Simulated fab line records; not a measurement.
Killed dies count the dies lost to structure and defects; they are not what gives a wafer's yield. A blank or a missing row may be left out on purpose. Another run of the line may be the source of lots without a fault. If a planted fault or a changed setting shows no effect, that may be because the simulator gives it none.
Chamber matching    flow nand harc    4 sister chambers for NHARC_A_CONTACT_DESCUM_47 on rie diel-13
The step chemistry O2, time 3 s. 8 wafers are shown with their chamber, then 7 later ones without.

== EACH WAFER AND ITS CHAMBER ==
wafer   chamber  drypump motor current A (A)  showerhead plenum p Torr (Torr)
L077.5  2        5.9                          1.81
L076.2  3        6.2                          1.87
L082.1  3        6.2                          1.86
L082.6  0        5.7                          1.90
L085.5  0        5.7                          1.89
L085.6  1        6.7                          1.87
L094.1  2        5.9                          1.80
L094.3  1        6.6                          1.87

== WAFERS MISSING THEIR CHAMBER ==
wafer   drypump motor current A (A)  showerhead plenum p Torr (Torr)
L094.4  6.2                          1.86
L093.1  5.7                          1.89
L093.3  6.7                          1.87
L093.4  5.9                          1.80
L097.1  5.9                          1.79
L097.3  6.2                          1.85
L097.5  5.9                          1.79

== WHICH CHAMBER EACH ONE RAN IN ==
wafer   from the rows above  in truth
L094.4  3                    3
L093.1  0                    0
L093.3  1                    1
L093.4  2                    2
L097.1  2                    2
L097.3  3                    3
L097.5  2                    2
Correctly placed: 7 of 7. From these rows, 0 cannot be placed. 0 placed wrongly.
How it was worked out, from the rows above alone: a wafer's distance from a chamber is the root of the sum, over the readings, of the square of ((its reading less the chamber's mean) divided by the reading's scatter). The wafer belongs to the nearest chamber; if the next one is less than 2 further off, it can't be placed. For every chamber, the mean is computed from those of its wafers that are shown. The scatter is the square root of a quotient: the sum, over the shown wafers, of each reading's squared deviation from its chamber's mean, divided by wafers minus chambers.
